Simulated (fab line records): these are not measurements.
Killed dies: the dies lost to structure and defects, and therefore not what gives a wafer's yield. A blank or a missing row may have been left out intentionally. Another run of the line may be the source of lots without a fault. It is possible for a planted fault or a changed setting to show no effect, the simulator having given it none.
Struck lot and sound lot, side by side :: flow nandHarc :: 16 steps out of a route of 1302
Sound: the wafers L694.1, L694.2, L694.6. Struck: wafers L698.1, L698.4, L698.5. The cause is given at the end.
Order at every step that has rows: each side's tool, ch and its chambers, its first start. Under that, the readings that differ: sound wafers :: struck wafers :: difference of the means :: sigmas: that difference in standard deviations of wafers without a fault.
alike: words and numbers the same on both sides, and readings whose means are apart by under 2 such deviations; not compared: readings that were withheld, readings missing a value for some wafer, numbers with overlapping values and no deviation given by the record, and bounds like >300 which may hide the same value.
A row with sigmas, a row that says differs or no value, or rows on one side alone: a step with any of these is where the two part. Numbers that have no deviation but don't overlap get no sigmas and don't part them. A reading that every wafer of one side lacks parts them only if that side has two wafers or more.

NHARC_A_DECK1_JOINT_INSPECT_05:
  struck on defectInspect-02, day 18 05:54; sound on defectInspect-02, day 16 17:55
  alike: rawDefectCount
then, no rows for these wafers at 1 step: NHARC_A_ONON_D2_DEP_00 (target thk 1000 nm).
NHARC_A_ONON_D2_THK_MEAS_02: measures by ellipsometry.
  struck on filmMetro-02, day 18 06:46; sound on filmMetro-01, day 16 18:29
  alike: thkNm
then, no rows for these wafers at 1 step: NHARC_A_ONON_D2_DEP_03 (target thk 1000 nm).
NHARC_A_ONON_D2_THK_MEAS_05: measures by ellipsometry.
  struck on filmMetro-01, day 18 07:29; sound on filmMetro-01, day 16 19:02
  alike: thkNm
then, no rows for these wafers at 1 step: NHARC_A_ONON_D2_DEP_06 (target thk 1000 nm).
NHARC_A_ONON_D2_THK_MEAS_08: measures by ellipsometry.
  struck on filmMetro-02, day 18 08:10; sound on filmMetro-01, day 16 19:37
  alike: thkNm
then, no rows for these wafers at 1 step: NHARC_A_ONON_D2_DEP_09 (target thk 1000 nm).
NHARC_A_ONON_D2_THK_MEAS_11: measures by ellipsometry.
  struck on filmMetro-01, day 18 08:44; sound on filmMetro-01, day 16 20:10
reading: thkNm (nm)
sound: 979 977 979
struck: 1006 1006 1008
difference: +28
sigmas: +3
then, no rows for these wafers at 1 step: NHARC_A_ONON_D2_DEP_12 (target thk 1000 nm).
NHARC_A_ONON_D2_THK_MEAS_14: measures by ellipsometry.
  struck on filmMetro-01, day 18 09:19; sound on filmMetro-01, day 16 20:44
  alike: thkNm
then, 1 step without rows for these wafers: NHARC_A_ONON_D2_ANNEAL_15 (time 3600 s).
NHARC_A_ONON_D2_DEP_16: target thk 1000 nm.
  sound on pecvdOnon-03 ch 0, day 17 03:58; struck on pecvdOnon-03 ch 0, day 18 16:30
NHARC_A_ONON_D2_THK_MEAS_18: measures by ellipsometry.
  struck on filmMetro-02, day 18 17:01; sound on filmMetro-01, day 17 04:29
reading: thkNm (nm)
sound: 1011 1012 1011
struck: 1602 1603 1604
difference: +592
sigmas: +62
then, no rows for these wafers at 1 step: NHARC_A_ONON_D2_DEP_19 (target thk 1000 nm).
-- break in the record here, with 11 days between the starts of the struck wafers on either side (left off in module A_ONON_D2, picked up again in module END, where the first step shown is number 1302 on the route) --
NHARC_END_SORT_01:
  the record has rows for the struck wafers here (prober-02 ch 0, day 30 04:30) and none for the sound ones

WHERE THEY PART
At NHARC_A_ONON_D2_THK_MEAS_11 first; at NHARC_END_SORT_01 last (within this record only).

WHY: what had been put in by the simulator
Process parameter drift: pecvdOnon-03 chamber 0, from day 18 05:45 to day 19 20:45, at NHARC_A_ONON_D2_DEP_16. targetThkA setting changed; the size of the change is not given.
